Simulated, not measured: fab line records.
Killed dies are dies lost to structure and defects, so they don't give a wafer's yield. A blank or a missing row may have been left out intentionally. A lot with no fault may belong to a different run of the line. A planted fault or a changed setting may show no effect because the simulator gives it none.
Which of the tools did it? | flow n5 finfet | 24 lots with 72 wafers sampled at 3 steps, on a route of 1938 steps

## WHAT THE GAUGES READ, wafer by wafer
N5_MOL_CONTACT_COAG_CD_MEAS_40: the cd target is 25.1 nm.
lot  | measured     | on        | cd nm (nm)
L074 | day 5 05:35  | cd sem-03 | 24.88 25.03 24.89
L075 | day 5 14:47  | cd sem-03 | 24.92 25.35 25.12
L076 | day 5 18:14  | cd sem-03 | 25.28 24.89 24.95
L077 | day 5 21:53  | cd sem-03 | 25.50 25.13 25.27
L078 | day 6 02:56  | cd sem-01 | 24.78 24.85 24.89
L079 | day 6 12:22  | cd sem-02 | 24.79 24.85 25.40
L080 | day 6 15:05  | cd sem-01 | 24.71 25.39 25.24
L081 | day 6 21:05  | cd sem-01 | 25.19 24.81 24.99
L082 | day 7 04:25  | cd sem-02 | 25.26 25.17 24.80
L083 | day 7 16:11  | cd sem-03 | 25.24 24.90 25.29
L084 | day 7 16:43  | cd sem-03 | 24.98 25.39 25.25
L085 | day 7 23:24  | cd sem-01 | 25.02 25.20 25.18
L086 | day 8 04:46  | cd sem-03 | 24.86 25.02 24.74
L087 | day 8 12:39  | cd sem-03 | 25.15 25.19 25.14
L088 | day 8 14:25  | cd sem-02 | 25.44 25.16 25.10
L089 | day 8 21:29  | cd sem-02 | 25.06 24.76 25.04
L090 | day 9 04:18  | cd sem-01 | 24.89 24.45 24.76
L091 | day 9 09:08  | cd sem-03 | 25.43 25.37 25.17
L092 | day 9 17:01  | cd sem-02 | 25.44 25.30 25.01
L093 | day 9 20:16  | cd sem-02 | 25.19 25.06 24.96
L094 | day 10 01:22 | cd sem-01 | 25.16 25.62 25.17
L095 | day 10 08:10 | cd sem-03 | 25.05 25.40 24.74
L096 | day 10 15:06 | cd sem-03 | 25.26 25.29 25.24
L097 | day 11 02:29 | cd sem-01 | 25.44 24.90 25.04

N5_MOL_CONTACT_COAG_CD_MEAS_101: the cd target is 16 nm.
lot  | measured     | on        | cd nm (nm)
L074 | day 5 06:48  | cd sem-03 | 15.98 15.94 15.99
L075 | day 5 15:56  | cd sem-02 | 16.45 15.92 16.25
L076 | day 5 19:16  | cd sem-01 | 15.82 15.90 16.01
L077 | day 5 22:51  | cd sem-03 | 15.77 15.88 15.60
L078 | day 6 04:04  | cd sem-02 | 16.24 15.68 16.10
L079 | day 6 13:19  | cd sem-03 | 15.71 16.11 16.36
L080 | day 6 16:03  | cd sem-01 | 15.77 15.83 16.09
L081 | day 6 22:07  | cd sem-01 | 15.67 15.79 15.45
L082 | day 7 05:22  | cd sem-02 | 16.21 15.83 15.68
L083 | day 7 17:29  | cd sem-02 | 15.57 15.53 15.89
L084 | day 7 17:55  | cd sem-01 | 15.95 16.29 15.90
L085 | day 8 00:22  | cd sem-01 | 15.62 15.78 16.22
L086 | day 8 06:38  | cd sem-02 | 16.08 16.09 15.95
L087 | day 8 13:50  | cd sem-03 | 15.62 16.10 15.80
L088 | day 8 16:07  | cd sem-02 | 16.25 16.22 15.75
L089 | day 8 22:26  | cd sem-02 | 16.21 16.34 16.46
L090 | day 9 05:16  | cd sem-01 | 15.99 15.96 15.96
L091 | day 9 10:09  | cd sem-01 | 16.15 16.00 15.79
L092 | day 9 18:20  | cd sem-02 | 16.10 16.22 15.95
L093 | day 9 21:28  | cd sem-02 | 16.04 15.68 16.34
L094 | day 10 02:19 | cd sem-02 | 16.35 16.25 16.20
L095 | day 10 10:46 | cd sem-02 | 15.73 16.20 16.13
L096 | day 10 16:40 | cd sem-02 | 16.56 16.07 16.30
L097 | day 11 03:31 | cd sem-01 | 16.22 16.67 16.35

## EACH LOT AND THE TOOL THAT RAN IT (in order: tool; ch and the chambers of the sampled wafers; start)
lot  | N5_MOL_CONTACT_COAG_ETCH_48
L074 | rie diel-05 ch 1,2,3, day 5 06:31
L075 | rie diel-02 ch 1,2, day 5 15:39
L076 | rie diel-04 ch 0,1,3, day 5 18:58
L077 | rie diel-02 ch 0,1,3, day 5 22:34
L078 | rie diel-05 ch 1,2,3, day 6 03:46
L079 | rie diel-05 ch 1,2,3, day 6 13:02
L080 | rie diel-05 ch 1,2,3, day 6 15:46
L081 | rie diel-02 ch 0,1,2, day 6 21:50
L082 | rie diel-02 ch 0,1,3, day 7 05:04
L083 | rie diel-05 ch 0,2,3, day 7 17:02
L084 | rie diel-02 ch 0,1,3, day 7 17:35
L085 | rie diel-02 ch 0,1,3, day 8 00:04
L086 | rie diel-04 ch 1,3, day 8 06:22
L087 | rie diel-02 ch 0,1,2, day 8 13:33
L088 | rie diel-05 ch 0,1, day 8 15:50
L089 | rie diel-04 ch 1,2,3, day 8 22:08
L090 | rie diel-04 ch 1,2, day 9 04:58
L091 | rie diel-05 ch 0,1,2, day 9 09:52
L092 | rie diel-02 ch 1,2,3, day 9 18:03
L093 | rie diel-05 ch 1,2,3, day 9 21:11
L094 | rie diel-05 ch 0,1,3, day 10 02:01
L095 | rie diel-05 ch 0,3, day 10 10:29
L096 | rie diel-04 ch 1,3, day 10 16:22
L097 | rie diel-02 ch 1,2, day 11 03:14
- N5_MOL_CONTACT_COAG_ETCH_48: etches SiOC in C4F6/O2, target depth 15 nm, overetch 4.5 nm, time 17 s.

## AS READ BY THE TOOLS THEMSELVES (means over the sampled wafers that have a number; for cases with no such wafer, the mark the record gives instead)
N5_MOL_CONTACT_COAG_ETCH_48.
lot  | tool        | bias w (W) | drypump motor current A (A) | oes product au (a.u.) | rf vpp V (V) | showerhead plenum p Torr (Torr) | throttle valve pct (%)
L074 | rie diel-05 | 465.0      | 5.9                         | 0.60                  | 1573         | 2.86                            | 40.69
L075 | rie diel-02 | 466.6      | 5.7                         | 0.66                  | 1596         | 2.97                            | 40.55
L076 | rie diel-04 | 465.2      | 5.6                         | 0.66                  | 1587         | 2.80                            | 40.62
L077 | rie diel-02 | 465.0      | 5.6                         | 0.65                  | 1588         | 2.81                            | 40.60
L078 | rie diel-05 | 465.0      | 5.9                         | 0.58                  | 1573         | 2.86                            | 40.69
L079 | rie diel-05 | 465.3      | 5.9                         | 0.59                  | 1573         | 2.86                            | 40.69
L080 | rie diel-05 | 465.0      | 5.9                         | 0.61                  | 1573         | 2.86                            | 40.70
L081 | rie diel-02 | 464.9      | 5.7                         | 0.62                  | 1598         | 2.88                            | 40.60
L082 | rie diel-02 | 465.8      | 5.7                         | 0.59                  | 1589         | 2.80                            | 40.57
L083 | rie diel-05 | 463.6      | 6.2                         | 0.68                  | 1593         | 2.92                            | 40.71
L084 | rie diel-02 | 464.9      | 5.7                         | 0.63                  | 1588         | 2.80                            | 40.61
L085 | rie diel-02 | 464.6      | 5.7                         | 0.62                  | 1588         | 2.80                            | 40.61
L086 | rie diel-04 | 463.5      | 5.4                         | 0.71                  | 1590         | 2.82                            | 40.74
L087 | rie diel-02 | 466.0      | 5.7                         | 0.60                  | 1598         | 2.88                            | 40.61
L088 | rie diel-05 | 465.8      | 6.0                         | 0.80                  | 1612         | 2.94                            | 40.56
L089 | rie diel-04 | 464.4      | 5.3                         | 0.64                  | 1586         | 2.83                            | 40.72
L090 | rie diel-04 | 465.3      | 5.3                         | 0.65                  | 1580         | 2.80                            | 40.75
L091 | rie diel-05 | 464.7      | 5.8                         | 0.71                  | 1594         | 2.95                            | 40.63
L092 | rie diel-02 | 465.5      | 5.7                         | 0.63                  | 1592         | 2.88                            | 40.68
L093 | rie diel-05 | 464.6      | 5.9                         | 0.68                  | 1581         | 2.96                            | 40.66
L094 | rie diel-05 | 465.1      | 6.1                         | 0.74                  | 1597         | 2.95                            | 40.58
L095 | rie diel-05 | 465.6      | 6.4                         | 0.73                  | 1610         | 2.90                            | 40.64
L096 | rie diel-04 | 463.4      | 5.3                         | 0.81                  | 1591         | 2.85                            | 40.61
L097 | rie diel-02 | 464.7      | 5.8                         | 0.65                  | 1593         | 2.94                            | 40.59

## THE ANSWER, worked out from the rows above alone
Rule: the lots themselves supply what counts as usual. The widest of any qualifying gaps counts: lots, ordered by their means at a reading, are off when they make up no more than a third of the lots, leave a main group of 4 or more, and stand apart from it by 3 or more times the standard deviation of that group's means. A main group whose means are all the same, to the digits that the tables above print for the reading, isn't used. Also off: a lot with no number at a reading for which 4 or more lots have one. The other lots that the step has rows for count as sound. Order of review: gauges by route order, followed by the tools' own readings, for which a lot's mean as printed above is used. The first step at which some lot is off is used, and at that step the reading that is off furthest; a lot without a number counts as furthest.
No lot is off at any reading shown: from this, nothing can be told.

## WHAT THE SIMULATOR HAD INSERTED
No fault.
